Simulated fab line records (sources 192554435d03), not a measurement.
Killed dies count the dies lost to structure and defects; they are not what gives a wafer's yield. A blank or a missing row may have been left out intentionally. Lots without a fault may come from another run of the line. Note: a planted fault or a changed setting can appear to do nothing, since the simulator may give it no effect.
Matching of chambers / flow n5Finfet / N5_FIN_SAQP_SPACER2_ALD_28 on aldSin-04 has 4 sister chambers
The step deposits SiO2, target thk 8.1 nm, pulse time 1 s, purge time 2 s. 8 wafers are shown with their chamber, then 8 later ones without.

== WAFERS PAIRED WITH THEIR CHAMBERS ==
wafer=L078.2; chamber=1; heaterPowerW (W)=452; precursorPulseHeightRel=0.964
wafer=L081.6; chamber=0; heaterPowerW (W)=407; precursorPulseHeightRel=0.992
wafer=L087.5; chamber=3; heaterPowerW (W)=456; precursorPulseHeightRel=0.976
wafer=L087.6; chamber=2; heaterPowerW (W)=363; precursorPulseHeightRel=0.986
wafer=L089.2; chamber=3; heaterPowerW (W)=477; precursorPulseHeightRel=0.991
wafer=L089.5; chamber=1; heaterPowerW (W)=461; precursorPulseHeightRel=0.989
wafer=L089.6; chamber=0; heaterPowerW (W)=398; precursorPulseHeightRel=0.971
wafer=L091.1; chamber=2; heaterPowerW (W)=363; precursorPulseHeightRel=0.985

== WAFERS WHOSE CHAMBER IS MISSING ==
wafer=L091.2; heaterPowerW (W)=465; precursorPulseHeightRel=0.995
wafer=L091.6; heaterPowerW (W)=448; precursorPulseHeightRel=1.024
wafer=L094.3; heaterPowerW (W)=458; precursorPulseHeightRel=1.016
wafer=L094.4; heaterPowerW (W)=368; precursorPulseHeightRel=0.968
wafer=L094.5; heaterPowerW (W)=406; precursorPulseHeightRel=1.001
wafer=L096.1; heaterPowerW (W)=461; precursorPulseHeightRel=0.997
wafer=L096.2; heaterPowerW (W)=471; precursorPulseHeightRel=1.022
wafer=L096.5; heaterPowerW (W)=406; precursorPulseHeightRel=1.019

== THE CHAMBER EACH PASSED THROUGH ==
wafer=L091.2; from the rows above=can't be placed: 3 or 1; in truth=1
wafer=L091.6; from the rows above=can't be placed: 3 or 1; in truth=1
wafer=L094.3; from the rows above=can't be placed: 3 or 1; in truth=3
wafer=L094.4; from the rows above=2; in truth=2
wafer=L094.5; from the rows above=0; in truth=0
wafer=L096.1; from the rows above=can't be placed: 3 or 1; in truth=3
wafer=L096.2; from the rows above=can't be placed: 3 or 1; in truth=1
wafer=L096.5; from the rows above=0; in truth=0
Correctly placed: 3 of 8. Cannot be placed on the basis of these rows: 5; the candidates contain the true chamber in 5. Placed wrongly: 0.
How it was worked out, from the rows above alone: a wafer's distance from a chamber is the root of the sum, over the readings, of the square of ((its reading less the chamber's mean) divided by the reading's scatter). If the next closest chamber is less than 2 further off than the closest, the wafer can't be placed; otherwise it belongs to the closest. For every chamber, the mean is computed from those of its wafers that are shown. How the scatter is found: for the shown wafers, subtract from each reading the mean of its chamber, square and add these, divide the total by (wafers less chambers), then take the root.
